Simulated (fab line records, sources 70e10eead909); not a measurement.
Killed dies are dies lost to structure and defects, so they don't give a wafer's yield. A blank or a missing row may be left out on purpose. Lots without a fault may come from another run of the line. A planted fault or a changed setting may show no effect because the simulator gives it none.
Which tool did it? | flow nand_harc | 11 lots, 33 wafers sampled, at 6 steps of a route of 1302

WHAT THE GAUGES READ, wafer by wafer
NHARC_P_GATE_CD_MEAS_59: target cd 720 nm.
lot  | measured     | on        | cd_nm (nm)
L717 | day 4 19:54  | cd_sem-03 | 718.7 724.0 720.3
L720 | day 6 06:16  | cd_sem-02 | 720.7 720.9 718.8
L722 | day 6 12:43  | cd_sem-02 | 717.9 719.6 719.3
L724 | day 7 19:04  | cd_sem-01 | 665.7 666.1 666.1
L726 | day 8 16:59  | cd_sem-03 | 721.6 721.1 721.3
L727 | day 8 22:32  | cd_sem-01 | 666.3 666.2 666.8
L728 | day 9 02:28  | cd_sem-03 | 667.0 665.2 665.4
L731 | day 10 12:29 | cd_sem-02 | 721.2 723.1 721.0
L735 | day 12 05:48 | cd_sem-03 | 722.5 721.7 722.3
L736 | day 12 20:50 | cd_sem-02 | 721.1 723.9 721.0
L739 | day 13 19:17 | cd_sem-02 | 715.9 721.1 715.7

NHARC_END_SORT_01.
lot  | measured     | on        | killed_at_array | killed_at_other | killed_at_periphery | killed_dies | killed_open | killed_short
L724 | day 27 00:48 | prober-02 | 80              | 0               | 5                   | 85          | 2           | 2
L727 | day 27 23:34 | prober-02 | 72 75 73        | 0 0 0           | 2 2 2               | 74 77 75    | 4 1 3       | 1 5 2
L728 | day 28 01:09 | prober-01 | 62 48           | 4 1             | 8 9                 | 74 58       | 2 0         | 1 2

WHICH TOOL RAN EACH LOT (tool, then ch and the chambers of the sampled wafers, then the start)
lot  | NHARC_P_GATE_DESCUM_31             | NHARC_P_GATE_EXPOSE_56            | NHARC_P_GATE_STRIP_76                | NHARC_P_GATE_DESCUM_93
L717 | rie_diel-05 ch 0,1,3, day 4 06:24  | krf_scanner-02 ch 0, day 4 19:45  | plasma_asher-01 ch 0,1, day 4 20:41  | rie_diel-03 ch 0,3, day 4 21:46
L720 | rie_diel-03 ch 1,3, day 5 16:32    | krf_scanner-04 ch 0, day 6 06:07  | plasma_asher-01 ch 0,1, day 6 07:04  | rie_diel-10 ch 0,3, day 6 08:03
L722 | rie_diel-03 ch 0,3, day 5 23:16    | krf_scanner-02 ch 0, day 6 12:34  | plasma_asher-02 ch 0,1, day 6 13:46  | rie_diel-10 ch 0,2, day 6 14:50
L724 | rie_diel-10 ch 1,2, day 7 05:44    | krf_scanner-02 ch 0, day 7 18:55  | plasma_asher-02 ch 1, day 7 19:52    | rie_diel-05 ch 0,1,3, day 7 20:50
L726 | rie_diel-05 ch 0,2, day 8 03:35    | krf_scanner-04 ch 0, day 8 16:50  | plasma_asher-02 ch 0,1, day 8 17:47  | rie_diel-10 ch 0,2,3, day 8 18:53
L727 | rie_diel-03 ch 0,2,3, day 8 09:07  | krf_scanner-02 ch 0, day 8 22:23  | plasma_asher-01 ch 0,1, day 8 23:23  | rie_diel-10 ch 0,1,2, day 9 00:28
L728 | rie_diel-05 ch 2,3, day 8 13:09    | krf_scanner-02 ch 0, day 9 02:19  | plasma_asher-02 ch 0,1, day 9 03:16  | rie_diel-10 ch 1,2, day 9 04:21
L731 | rie_diel-05 ch 1,2, day 9 22:53    | krf_scanner-04 ch 0, day 10 12:20 | plasma_asher-01 ch 0,1, day 10 13:17 | rie_diel-05 ch 0,1,3, day 10 14:22
L735 | rie_diel-03 ch 1,2,3, day 11 16:27 | krf_scanner-04 ch 0, day 12 05:39 | plasma_asher-02 ch 0,1, day 12 06:37 | rie_diel-05 ch 0,2,3, day 12 07:43
L736 | rie_diel-03 ch 0,1,2, day 12 07:13 | krf_scanner-03 ch 0, day 12 20:41 | plasma_asher-01 ch 0,1, day 12 21:38 | rie_diel-05 ch 0,2,3, day 12 22:38
L739 | rie_diel-03 ch 0,1,3, day 13 05:38 | krf_scanner-03 ch 0, day 13 19:07 | plasma_asher-02 ch 0,1, day 13 20:04 | rie_diel-03 ch 0,1,3, day 13 21:09
- NHARC_P_GATE_DESCUM_31: chemistry O2, time 3 s.
- NHARC_P_GATE_EXPOSE_56: exposes mask P PSD, target cd 720 nm.
- NHARC_P_GATE_STRIP_76: strips in O2.
- NHARC_P_GATE_DESCUM_93: chemistry O2, time 3 s.

WHAT THE TOOLS THEMSELVES READ (means of the sampled wafers that have a number; where no wafer has one, the mark that the record gives instead)
NHARC_P_GATE_DESCUM_31.
lot  | tool        | drypump_motor_current_A (A) | mfc_ar_sccm (sccm) | oes_product_au (a.u.) | rf_vpp_V (V) | showerhead_plenum_p_Torr (Torr) | throttle_valve_pct (%)
L717 | rie_diel-05 | 5.9                         | 0.014              | 1.002                 | 58.1         | 1.93                            | 11.304
L720 | rie_diel-03 | 5.3                         | 0.000              | 1.005                 | 58.0         | 1.99                            | 11.316
L722 | rie_diel-03 | 5.4                         | 0.004              | 0.997                 | 57.7         | 1.93                            | 11.314
L724 | rie_diel-10 | 5.7                         | 0.020              | 0.999                 | 57.7         | 1.88                            | 11.311
L726 | rie_diel-05 | 6.0                         | 0.012              | 0.993                 | 57.2         | 1.90                            | 11.315
L727 | rie_diel-03 | 5.3                         | 0.005              | 1.002                 | 58.3         | 1.94                            | 11.308
L728 | rie_diel-05 | 5.7                         | 0.000              | 0.993                 | 57.4         | 1.97                            | 11.323
L731 | rie_diel-05 | 5.8                         | 0.017              | 0.987                 | 58.2         | 1.98                            | 11.313
L735 | rie_diel-03 | 5.3                         | 0.000              | 1.011                 | 57.4         | 1.95                            | 11.322
L736 | rie_diel-03 | 5.2                         | 0.005              | 0.989                 | 58.6         | 1.99                            | 11.310
L739 | rie_diel-03 | 5.3                         | 0.004              | 0.996                 | 57.4         | 1.97                            | 11.303

NHARC_P_GATE_EXPOSE_56.
lot  | tool           | exposure_dose_mJ_cm2
L717 | krf_scanner-02 | 14.815
L720 | krf_scanner-04 | 14.822
L722 | krf_scanner-02 | 14.833
L724 | krf_scanner-02 | 10.828
L726 | krf_scanner-04 | 14.808
L727 | krf_scanner-02 | 10.817
L728 | krf_scanner-02 | 10.798
L731 | krf_scanner-04 | 14.800
L735 | krf_scanner-04 | 14.820
L736 | krf_scanner-03 | 14.814
L739 | krf_scanner-03 | 14.808

NHARC_P_GATE_STRIP_76.
lot  | tool            | drypump_motor_current_A (A) | heater_power_w (W)
L717 | plasma_asher-01 | 5.5                         | 360
L720 | plasma_asher-01 | 5.5                         | 348
L722 | plasma_asher-02 | 6.2                         | 345
L724 | plasma_asher-02 | 6.2                         | 366
L726 | plasma_asher-02 | 6.1                         | 344
L727 | plasma_asher-01 | 5.5                         | 335
L728 | plasma_asher-02 | 6.2                         | 347
L731 | plasma_asher-01 | 5.5                         | 338
L735 | plasma_asher-02 | 6.2                         | 310
L736 | plasma_asher-01 | 5.3                         | 331
L739 | plasma_asher-02 | 6.2                         | 310

NHARC_P_GATE_DESCUM_93.
lot  | tool        | drypump_motor_current_A (A) | mfc_ar_sccm (sccm) | oes_product_au (a.u.) | rf_vpp_V (V) | showerhead_plenum_p_Torr (Torr) | throttle_valve_pct (%)
L717 | rie_diel-03 | 5.4                         | 0.009              | 0.987                 | 58.3         | 1.96                            | 11.309
L720 | rie_diel-10 | 6.4                         | 0.000              | 1.007                 | 57.6         | 1.90                            | 11.314
L722 | rie_diel-10 | 5.7                         | 0.017              | 1.011                 | 57.1         | 1.85                            | 11.310
L724 | rie_diel-05 | 5.9                         | 0.014              | 1.000                 | 57.4         | 1.93                            | 11.306
L726 | rie_diel-10 | 6.0                         | 0.008              | 0.998                 | 57.9         | 1.88                            | 11.306
L727 | rie_diel-10 | 6.1                         | 0.012              | 1.006                 | 57.0         | 1.90                            | 11.314
L728 | rie_diel-10 | 6.0                         | 0.016              | 1.004                 | 58.4         | 1.94                            | 11.312
L731 | rie_diel-05 | 5.9                         | 0.014              | 1.001                 | 58.5         | 1.93                            | 11.305
L735 | rie_diel-05 | 5.9                         | 0.006              | 0.998                 | 56.8         | 1.93                            | 11.300
L736 | rie_diel-05 | 5.9                         | 0.006              | 0.993                 | 57.7         | 1.93                            | 11.308
L739 | rie_diel-03 | 5.3                         | 0.004              | 1.003                 | 58.6         | 1.97                            | 11.306

THE ANSWER, worked out from the rows above alone
Rule: what is usual is taken from the lots themselves. Put in order of their means at a reading, lots are off if they are a third of the lots or fewer, leave a main group of 4 or more, and stand apart from it by a gap of 3 or more times the standard deviation of the main group's means; of several such gaps the widest counts. A main group whose means are all the same, to the digits that the tables above print for the reading, isn't used. A lot without any number at a reading at which 4 lots or more have one is off too. The other lots that the step has rows for count as sound. The gauges are gone through in route order, then the tools' own readings, and for those a lot's mean is taken as printed above. The first step at which some lot is off is used, and at that step the reading that is off furthest; a lot without a number counts as furthest.
Off: L724, L727, L728, at NHARC_P_GATE_CD_MEAS_59 (cd_nm). The main group: mean 720.6 nm, standard deviation 1.5.
A tool fits if, at a process step before that reading, it ran every lot that is off, and no sound lot after the first of them. The gauges at NHARC_P_GATE_CD_MEAS_59 aren't tried: what is off there is off at NHARC_P_GATE_EXPOSE_56 too, on other tools, and a gauge's error can't cause that. One fits: krf_scanner-02 at NHARC_P_GATE_EXPOSE_56. Its last sound lot is L722 (day 6 12:34), its first lot that is off L724 (day 7 18:55): a fault that began between those two fits.
The tool's own readings at NHARC_P_GATE_EXPOSE_56 bear it out: on the lots that are off they differ by more than 5 times the standard deviation of the sound lots' means. exposure_dose_mJ_cm2 reads 10.814 there against 14.815 on the sound lots.

WHAT THE SIMULATOR HAD PUT IN
Process parameter drift: krf_scanner-02, from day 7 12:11 on, at NHARC_P_GATE_EXPOSE_56. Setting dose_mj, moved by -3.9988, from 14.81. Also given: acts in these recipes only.
Lots struck among those shown: L724, L727, L728. The rule above found the same.
